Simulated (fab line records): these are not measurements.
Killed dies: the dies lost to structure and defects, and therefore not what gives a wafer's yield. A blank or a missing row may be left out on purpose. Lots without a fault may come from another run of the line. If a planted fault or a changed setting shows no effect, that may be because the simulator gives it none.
A struck lot beside a sound one | flow n5Finfet | 37 out of 1938 route steps
Sound: these wafers, L125.2, L125.4, L125.6. Struck: wafer L141.3 (left out: L141.4, L141.5 of the same lot, which were not struck); the cause appears at the end.
At each step with rows: each side's tool, then ch and its chambers, then its first start. Under that, the readings that differ: sound wafers | struck wafers | difference of the means | sigmas: that difference in standard deviations of wafers without a fault.
alike: words and numbers the same on both sides, and readings whose means are apart by under 2 such deviations; not compared: readings that were withheld, readings missing a value for some wafer, numbers with overlapping values and no deviation given by the record, and bounds like >300 which may hide the same value.
The two part at a step that has a row with sigmas, a row that says differs or no value, or rows on one side only. Numbers that have no deviation but don't overlap get no sigmas and don't part them. A reading that every wafer of one side lacks parts them only if that side has two wafers or more.

first, 9 steps without rows for these wafers: N5_BEOL_M4_ANNEAL_95 (time 240 s); N5_BEOL_M4_SPUTTER_96 (material Cu, target thk 4.5 nm, time 8.29 s); N5_BEOL_M4_ECD_50 (material Cu, target thk 300 nm); N5_BEOL_M4_ANNEAL_51 (time 90 s); N5_BEOL_M4_CMP_52 (polishes, stops on SiOC, t overpolish 6.8 s, target thk 40 nm); N5_BEOL_M4_PRE_CLEAN_60 (time 15 s); N5_BEOL_M4_CO_CAP_55 (material Co, precursor CCTBA/H2, target thk 2 nm, time 102.1 s); N5_BEOL_M4_PRE_CLEAN_56 (time 15 s); N5_BEOL_M4_DEP_57 (deposits SiCN from 3MS/NH3, target thk 8 nm, time 14 s).
N5_BEOL_M4_RC_MEAS_101:
  sound on prober-02 ch 0, day 8 21:17; struck on prober-02 ch 0, day 12 21:16
reading       | sound       | struck | difference | sigmas
ION_N (uA/um) | 686 680 688 | 663    | -22        | -2
  alike: DIBL_N, DIBL_P, IOFF_N, IOFF_P, ION_P, SS_N, SS_P, VT_N, VT_P
then, 24 steps without rows for these wafers: N5_BEOL_M5_ILD_DEP_00 (deposits SiCOH lowk from DEMS/porogen, target thk 140.64 nm, time 25.9 s); N5_BEOL_M5_CURE_79 (cures SiCOH lowk, time 240 s); N5_BEOL_M5_PECVD_70 (deposits SiO2 from TEOS/O2, target thk 16 nm, time 18 s); N5_BEOL_M5_HM_DEP_02 (deposits TiN, target thk 20 nm); N5_BEOL_M5_COAT_59 (time 60 s, resist thk 60 nm); N5_BEOL_M5_COAT_60 (time 60 s, resist thk 12 nm); N5_BEOL_M5_COAT_71 (time 60 s, resist thk 5 nm); N5_BEOL_M5_COAT_05 (resist thk 30 nm); N5_BEOL_M5_EBR_07; N5_BEOL_M5_SOFTBAKE_06 (time 60 s); N5_BEOL_M5_EXPOSE_08 (exposes mask M5, target cd 28 nm); N5_BEOL_M5_PEB_09 (peb time 60 s); N5_BEOL_M5_DEVELOP_10 (develop time 30 s); N5_BEOL_M5_DESCUM_16 (chemistry O2, time 7 s); N5_BEOL_M5_ETCH_72 (etches underlayer in N2/H2, target depth 6.5 nm, time 5.2 s); N5_BEOL_M5_ETCH_61 (etches SiARC in CF4, target depth 15.6 nm, time 26 s); N5_BEOL_M5_ETCH_62 (etches SOC in N2/H2, target depth 75 nm, overetch 15 nm, time 112.5 s); N5_BEOL_M5_STRIP_63 (strips in N2/H2); N5_BEOL_M5_STRIP_73 (strips in N2/H2); N5_BEOL_M5_STRIP_64 (strips in CF4); N5_BEOL_M5_HM_OPEN_17 (chemistry Cl2/BCl3, target TiN, target depth 20 nm, overetch 6 nm); N5_BEOL_M5_STRIP_19 (strips in O2); N5_BEOL_M5_COAT_65 (time 60 s, resist thk 60 nm); N5_BEOL_M5_COAT_66 (time 60 s, resist thk 12 nm).
N5_BEOL_M5_ALD_86: deposits TaN, pulse time 2 s, purge time 3 s, co reactant purge time 2 s.
  sound on aldMetal-04 ch 2,3, day 9 05:19; struck on aldMetal-04 ch 0, day 13 04:49
reading                  | sound             | struck | difference | sigmas
aldCycles                | 30 30 30          | 14     | -16        | 
heaterPowerOuterW (W)    | 291 226 284       | 194    | -73        | -3
heaterPowerW (W)         | 487 410 499       | 364    | -101       | -3
precursorVesselTempC (C) | 75.05 75.01 75.16 | 74.79  | -0.28      | -2
  not compared: model.TaN_of_BEOL_M5_ALD_86.thkNm
-- here the record skips 4 days between the struck wafers' starts before and after, leaving off in module BEOL_M5 and picking up in module BEOL_M15 (first step shown: number 1830 of the route) --
N5_BEOL_M15_RC_MEAS_101:
  sound on prober-02 ch 0, day 12 22:03; struck on prober-01 ch 0, day 17 01:36
reading                | sound                   | struck   | difference | sigmas
COMB_M11 (S/m)         | 1.3e-11 1.3e-11 1.2e-11 | 2.1e-11  | +8.3e-12   | +3
COMB_M15 (S/m)         | 2.6e-12 1.2e-12 1.7e-12 | 3.9e-12  | +2.1e-12   | +3
COMB_M5 (S/m)          | 3.3e-11 3.2e-11 3.5e-11 | 4.87e-10 | +4.54e-10  | +69
COMB_M5_max_site (S/m) | 4.4e-11 4.8e-11 5.4e-11 | 7.44e-10 | +6.95e-10  | +63
SERP_M14 (ohm/um)      | 0.1654 0.1682 0.1664    | 0.1593   | -0.0074    | -2
SERP_M5 (ohm/um)       | 40.4 37.7 38.3          | 35.2     | -3.6       | -2
SERP_M9 (ohm/um)       | 3.23 3.18 3.08          | 2.98     | -0.18      | -2
  alike: COMB_M10, COMB_M12, COMB_M13, COMB_M14, COMB_M6, COMB_M7, COMB_M8, COMB_M9, SERP_M10, SERP_M11, SERP_M12, SERP_M13, SERP_M6, SERP_M7, SERP_M8
N5_PASSIVATION_PROBE_49:
  struck on prober-01, day 17 15:44; sound on prober-02, day 13 11:57
reading                | sound          | struck | difference | sigmas
defectLimitedYield (%) | 90.2 90.3 88.2 | 75.9   | -13.7      | -9
killed_at_M4_up        | 8 9 13         | 188    | +178       | +32
killedDies             | 116 115 139    | 284    | +161       | +9
killedOnRim            | 16 20 19       | 34     | +16        | +3
sort_bin_4_leakage (%) | 0 0 0          | 14.75  | +14.75     | 
sortNPass              | 1064 1065 1041 | 896    | -161       | -9
sortYieldPct (%)       | 90.2 90.3 88.2 | 75.9   | -13.7      | -9
  alike: killed_at_M0_to_M3, killedAtContacts, killedAtFrontEnd, killedAtOther, killedOpen, killedShort, sort_bin_5_function, sort_bin_6_memory

== WHERE THEY PART ==
Earliest at N5_BEOL_M4_RC_MEAS_101; latest, in this record, at N5_PASSIVATION_PROBE_49.

WHY: what had been put in by the simulator
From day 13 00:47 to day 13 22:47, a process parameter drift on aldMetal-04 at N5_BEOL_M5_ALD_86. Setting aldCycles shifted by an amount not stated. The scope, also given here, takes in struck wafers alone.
